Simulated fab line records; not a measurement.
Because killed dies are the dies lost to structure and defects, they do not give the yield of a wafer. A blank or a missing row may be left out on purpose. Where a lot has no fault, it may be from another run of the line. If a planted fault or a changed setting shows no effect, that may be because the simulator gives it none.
Which tool was responsible? / flow nand-harc / Sampling: 6 lots, 17 wafers, 5 of 1302 route steps

== WHAT THE GAUGES READ, wafer by wafer ==
NHARC_END_SORT_01.
lot=L950; measured=day 29 14:55; on=prober-01; killed-at-array=27 23

== WHICH TOOL RAN EACH LOT (tool, then ch and the chambers of the sampled wafers, then the start) ==
lot=L939; NHARC_A_STAIRCASE_TRIM_224=rie-diel-13 ch 0,1, day 16 15:47 or earlier; NHARC_A_STAIRCASE_STRIP_238=plasma-asher-02 ch 0,1, day 16 15:47; NHARC_A_STAIRCASE_DESCUM_252=rie-diel-13 ch 1,3, day 16 17:11; NHARC_A_STAIRCASE_ETCH_253=rie-diel-13 ch 1,2, day 16 17:16
lot=L942; NHARC_A_STAIRCASE_TRIM_224=rie-diel-11 ch 0,2, day 18 01:28 or earlier; NHARC_A_STAIRCASE_STRIP_238=plasma-asher-01 ch 0,1, day 18 01:28; NHARC_A_STAIRCASE_DESCUM_252=rie-diel-02 ch 0,1, day 18 02:51; NHARC_A_STAIRCASE_ETCH_253=rie-diel-02 ch 2,3, day 18 02:56
lot=L950; NHARC_A_STAIRCASE_TRIM_224=rie-diel-02 ch 0,2, day 21 05:58 or earlier; NHARC_A_STAIRCASE_STRIP_238=plasma-asher-02 ch 0,1, day 21 05:58; NHARC_A_STAIRCASE_DESCUM_252=rie-diel-02 ch 1,2, day 21 07:26; NHARC_A_STAIRCASE_ETCH_253=rie-diel-02 ch 2,3, day 21 07:31
lot=L955; NHARC_A_STAIRCASE_TRIM_224=rie-diel-02 ch 0,1,2, day 23 02:04 or earlier; NHARC_A_STAIRCASE_STRIP_238=plasma-asher-01 ch 0,1, day 23 02:04; NHARC_A_STAIRCASE_DESCUM_252=rie-diel-11 ch 0,1,3, day 23 03:40; NHARC_A_STAIRCASE_ETCH_253=rie-diel-11 ch 0,2,3, day 23 04:05
lot=L958; NHARC_A_STAIRCASE_TRIM_224=rie-diel-13 ch 1,2, day 24 11:43 or earlier; NHARC_A_STAIRCASE_STRIP_238=plasma-asher-02 ch 0,1, day 24 11:43; NHARC_A_STAIRCASE_DESCUM_252=rie-diel-11 ch 1,2,3, day 24 13:01; NHARC_A_STAIRCASE_ETCH_253=rie-diel-11 ch 0,2, day 24 13:06
lot=L960; NHARC_A_STAIRCASE_TRIM_224=rie-diel-13 ch 0,1, day 25 20:22 or earlier; NHARC_A_STAIRCASE_STRIP_238=plasma-asher-02 ch 0,1, day 25 20:22; NHARC_A_STAIRCASE_DESCUM_252=rie-diel-02 ch 0,2,3, day 25 21:52; NHARC_A_STAIRCASE_ETCH_253=rie-diel-02 ch 0,2,3, day 25 21:59
- NHARC_A_STAIRCASE_TRIM_224: chemistry O2, time 211.2 s.
- NHARC_A_STAIRCASE_STRIP_238: strips in O2.
- NHARC_A_STAIRCASE_DESCUM_252: chemistry O2, time 3 s.
- NHARC_A_STAIRCASE_ETCH_253: etches the open film in C4F8/O2, target depth 50 nm, time 20.2 s.

== THE ANSWER, worked out from the rows above alone ==
Rule: what is usual is taken from the lots themselves. Put in order of their means at a reading, lots are off if they are a third of the lots or fewer, leave a main group of 4 or more, and stand apart from it by a gap of 3 or more times the standard deviation of the main group's means; of several such gaps the widest counts. A main group is skipped when, at the precision printed for the reading in the tables above, its means are all equal. A lot without any number at a reading at which 4 lots or more have one is off too. Where the step has rows for the other lots, those lots are counted as sound.
Nothing can be told from this: no lot is off at any reading shown.

== WHAT THE SIMULATOR HAD PUT IN ==
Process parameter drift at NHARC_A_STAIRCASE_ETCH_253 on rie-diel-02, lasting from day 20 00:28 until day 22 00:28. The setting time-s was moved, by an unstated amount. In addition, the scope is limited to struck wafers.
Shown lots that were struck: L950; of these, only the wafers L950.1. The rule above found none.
